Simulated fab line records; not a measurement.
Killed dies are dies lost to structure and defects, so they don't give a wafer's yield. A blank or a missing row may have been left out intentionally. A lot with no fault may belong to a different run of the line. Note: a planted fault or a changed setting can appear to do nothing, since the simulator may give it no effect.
Chamber matching -- flow nandHarc -- 4 sister chambers for NHARC_A_STAIRCASE_CMP_472 on cmp-02
The step polishes SiO2. 8 wafers are shown with their chamber, then 7 later ones without.

## WAFERS, EACH WITH ITS CHAMBER
wafer,chamber,motorCurrentA (A),slurryFlowMlMin
L087.2,1,10.7,149.7
L087.3,2,13.4,150.1
L087.4,3,11.2,149.8
L089.2,0,11.1,150.6
L089.4,1,11.3,150.0
L089.5,2,13.8,149.5
L093.1,0,12.4,149.7
L093.3,3,11.3,150.7

## WAFERS WITHOUT THEIR CHAMBER
wafer,motorCurrentA (A),slurryFlowMlMin
L093.4,10.8,150.0
L094.1,11.8,149.4
L094.2,11.1,150.5
L094.5,11.2,150.2
L096.1,11.3,149.9
L096.2,11.7,149.8
L096.3,11.6,150.0

## THE CHAMBER EACH PASSED THROUGH
wafer,from the rows above,in truth
L093.4,can't be placed: 1 or 3 or 0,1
L094.1,can't be placed: 0 or 1 or 3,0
L094.2,can't be placed: 3 or 1 or 0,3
L094.5,can't be placed: 3 or 1 or 0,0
L096.1,can't be placed: 1 or 3 or 0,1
L096.2,can't be placed: 0 or 3 or 1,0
L096.3,can't be placed: 0 or 3 or 1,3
Correctly placed: 0 of 7. From these rows, 7 cannot be placed; in 7 the true chamber is one of the candidates. Wrongly placed: 0.
How it was worked out, from the rows above alone: a wafer's distance from a chamber is the root of the sum, over the readings, of the square of ((its reading less the chamber's mean) divided by the reading's scatter). If the next closest chamber is less than 2 further off than the closest, the wafer can't be placed; otherwise it belongs to the closest. A chamber's mean is the mean of its shown wafers. The scatter is the square root of a quotient: the sum, over the shown wafers, of each reading's squared deviation from its chamber's mean, divided by wafers minus chambers.
